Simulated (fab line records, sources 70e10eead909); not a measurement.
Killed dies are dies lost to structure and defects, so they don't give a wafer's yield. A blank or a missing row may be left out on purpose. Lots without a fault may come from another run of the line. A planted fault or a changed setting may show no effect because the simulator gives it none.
Problem report in the 8D (eight disciplines) form, filled by code | flow nand_harc | the parts of the form that need people (team, actions taken, sign-off) are left out

1. THE PROBLEM
killed_at_periphery at NHARC_END_SORT_01 reads a mean of 649.5 on 2 wafers of 2 lots; wafers without a fault read 2.6 with a standard deviation of 2.1. That is +99 or more standard deviations from the usual mean.
First seen on wafer L423.2, day 25 23:12, on prober-02. The record holds 6 wafers of 2 lots with a number at this step. Rule for "out", or "out of limits": more than 4 standard deviations from the usual mean. The other wafers with a number count as sound.

2. WHAT IT IS AND WHAT IT IS NOT
question                    | is                                                                                                                      | is not
which readings at this step | killed_at_periphery, defect_limited_yield, killed_dies, sort_bin_2_pct, sort_n_pass, sort_rim_yield_pct, sort_yield_pct | killed_at_array, killed_at_other, killed_open, killed_short, sort_bin_3_pct, sort_bin_4_pct
which lots                  | L423, L426                                                                                                              | -
which wafers of those lots  | L423.2, L426.6                                                                                                          | L423.3, L423.6, L426.2, L426.5
read on which gauges        | prober-02                                                                                                               | -
when                        | from day 25 23:12                                                                                                       | up to then (0 sound wafers); but 4 sound wafers of L423, L426 came after

3. SUSPECTS, AND WHAT RULES EACH OUT
Counting: a tool at a process step up to the reading stays a suspect if it ran every lot that is out. Sound lots after the first of them don't rule it out here, since some wafers of a struck lot are sound.
- the gauge at NHARC_END_SORT_01: kept. All the wafers that are out were read on prober-02, and no step on other tools shows them out.
- pvd_sputter-02 at NHARC_P_M2_PVD_21 (deposits Cu, target thk 30 nm, time 20.49 s): kept. It ran every lot that is out, first L423 (day 10 14:02).
- rie_diel-02 at NHARC_THIN_TSV_DESCUM_14 (chemistry O2, time 3 s): kept. It ran every lot that is out, first L423 (day 25 07:44).
Left after counting: pvd_sputter-02 at NHARC_P_M2_PVD_21, rie_diel-02 at NHARC_THIN_TSV_DESCUM_14, prober-02 at NHARC_END_SORT_01.

4. THE CAUSE (what the simulator had put in)
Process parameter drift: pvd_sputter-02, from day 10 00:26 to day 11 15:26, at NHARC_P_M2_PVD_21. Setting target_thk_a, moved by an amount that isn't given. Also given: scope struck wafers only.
Counting left 3 suspects, and this tool is among them.

5. THE CHAIN OF EFFECTS, in route order
Each row: a reading whose mean over the struck wafers that have a number lies more than 3 standard deviations from the usual. Only readings for which the record gives a usual standard deviation are gone through. hours: the time from each lot's start at the first step in this table that gives one to its start at this step, as a median over the lots. sigmas: the change in usual standard deviations.
hours | step              | reading              | usual  | on struck wafers | change | sigmas
0     | NHARC_END_SORT_01 | defect_limited_yield | 95.4 % | 0.0              | -95.4  | -60
0     | NHARC_END_SORT_01 | killed_at_periphery  | 2.6    | 649.5            | +646.9 | +99 or more
0     | NHARC_END_SORT_01 | killed_dies          | 31     | 677              | +646   | +59
0     | NHARC_END_SORT_01 | sort_bin_2_pct       | 1.5 %  | 97.2             | +95.8  | +99 or more
0     | NHARC_END_SORT_01 | sort_n_pass          | 646    | 0                | -646   | -59
0     | NHARC_END_SORT_01 | sort_rim_yield_pct   | 96.4 % | 0.0              | -96.4  | -42
0     | NHARC_END_SORT_01 | sort_yield_pct       | 95.4 % | 0.0              | -95.4  | -60

6. WHAT WOULD HAVE CAUGHT IT SOONER
In this record the first reading out of limits at a measuring or inspecting step was taken at day 25 23:12, 383 hours after the fault began at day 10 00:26.
Of the tool readings at NHARC_P_M2_PVD_21 for which the record gives a usual standard deviation, none was out on any struck wafer, so an alarm limit of 4 standard deviations on them would not have fired.
All the lots that are out (2) had begun NHARC_P_M2_PVD_21 on pvd_sputter-02 by day 25 23:12. A hold on the tool at that time would have spared none of them.
